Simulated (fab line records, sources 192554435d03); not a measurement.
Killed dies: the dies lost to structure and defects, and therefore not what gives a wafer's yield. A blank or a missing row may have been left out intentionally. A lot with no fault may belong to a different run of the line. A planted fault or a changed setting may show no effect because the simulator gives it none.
Struck lot and sound lot, side by side	flow n5-finfet	14 out of 1938 route steps
Sound: wafers L600.1, L600.3, L600.4. Struck: wafer L608.1; the same lot's L608.4 was not struck, so it is left out; see the end for the cause.
At each step with rows: each side's tool, then ch and its chambers, then its first start. Under that, the readings that differ: sound wafers	struck wafers	difference of the means	sigmas: that difference in standard deviations of wafers without a fault.
alike: a reading whose means differ by less than 2 such deviations, as well as words and numbers matching on both sides. not compared: withheld readings; readings where some wafer has no value; bounds like >300 that might hide an equal value; numbers whose values overlap and for which the record gives no deviation.
A row with sigmas, a row that says differs or no value, or rows on one side alone: a step with any of these is where the two part. When numbers do not overlap yet have no deviation, they are printed without sigmas and do not part them. Lack of a reading on every wafer of one side parts them only where that side has two or more wafers.

first, 2 steps without rows for these wafers: N5_BEOL_M15_SPUTTER_45 (material Cu, target thk 100 nm, time 16.67 s); N5_BEOL_M15_ECD_47 (material Cu, target thk 1860 nm).
N5_BEOL_M15_ANNEAL_48: time 90 s.
  sound on rtp-anneal-01 ch 0, day 13 14:05; struck on rtp-anneal-01 ch 0, day 16 11:26
  alike: wafer_temp_C_max
N5_BEOL_M15_CMP_49: polishes, stops on SiO2, t overpolish 4.9 s, target thk 850 nm.
  sound on cmp-01 ch 0,1,3, day 13 14:23; struck on cmp-01 ch 3, day 16 11:48
  alike: barrier-field-endpoint-s, motor-current-A, overpolish-run-s
N5_BEOL_M15_THK_MEAS_50: measures by xrf.
  sound on film-metro-01 at day 13 14:40; struck on film-metro-02 at day 16 12:01
  alike: M15_THK
then, 1 step without rows for these wafers: N5_BEOL_M15_PRE_CLEAN_52 (time 15 s).
N5_BEOL_M15_DEP_53: deposits SiCN from 3MS/NH3, target thk 50 nm, time 17.8 s.
  sound on pecvd-01 ch 0,1, day 13 14:44; struck on pecvd-04 ch 0, day 16 12:05
reading	sound	struck	difference	sigmas
throttle-valve-pct (%)	18.8 16.4 16.7	19.1	+1.8	+2
  alike: showerhead-plenum-p-Torr
N5_BEOL_M15_RS_MEAS_54: uses a four-point probe to measure.
  sound on film-metro-02 at day 13 14:48; struck on film-metro-02 at day 16 12:09
  alike: M15_RS
N5_BEOL_M15_INSPECT_55: inspects for defects (darkfield).
  sound on defect-inspect-01 at day 13 14:50; struck on defect-inspect-02 at day 16 12:10
  alike: raw-defect-count
N5_BEOL_M15_RC_MEAS_101:
  sound on prober-02 ch 0, day 13 14:51; struck on prober-02 ch 0, day 16 12:12
reading	sound	struck	difference	sigmas
COMB_M12 (S/m)	9.2e-12 7.3e-12 7.2e-12	4.7e-12	-3.2e-12	-3
  alike: etest-temp-c, COMB_M10, COMB_M11, COMB_M13, COMB_M14, COMB_M15, COMB_M5, COMB_M6, COMB_M7, COMB_M8, COMB_M9, SERP_M10, SERP_M11, SERP_M12, SERP_M13, SERP_M14, SERP_M5, SERP_M6, SERP_M7, SERP_M8, SERP_M9
then, 1 step without rows for these wafers: N5_PASSIVATION_PECVD_00 (deposits SiO2 from SiH4/N2O, target thk 200 nm, time 11.2 s).
N5_MIM_BOT_DEGAS_01: time 60 s.
  sound on pvd-sputter-02 at day 13 18:14; struck on pvd-sputter-02 at day 16 14:52
  alike: heater-power-w
N5_MIM_BOT_SPUTTER_00: material TiN, target thk 35 nm, time 89.7 s.
  sound on pvd-sputter-02 at day 13 18:17; struck on pvd-sputter-02 at day 16 14:55
reading	sound	struck	difference	sigmas
model.TiN_of_MIM_BOT_SPUTTER_00.thk-nm (nm)	34.6 35 34.2	51.2	+16.6	
  alike: throttle-valve-pct
N5_MIM_TOP_ALD_00: deposits Al2O3, purge time 3 s, co reactant pulse time 3 s.
  the record has rows for the sound wafers here (ald-hk-03 ch 0,2,3, day 13 18:23) and none for the struck ones

WHERE THEY PART
Last at N5_MIM_TOP_ALD_00 as far as this record goes, first at N5_BEOL_M15_DEP_53.

WHY: the cause the simulator had injected
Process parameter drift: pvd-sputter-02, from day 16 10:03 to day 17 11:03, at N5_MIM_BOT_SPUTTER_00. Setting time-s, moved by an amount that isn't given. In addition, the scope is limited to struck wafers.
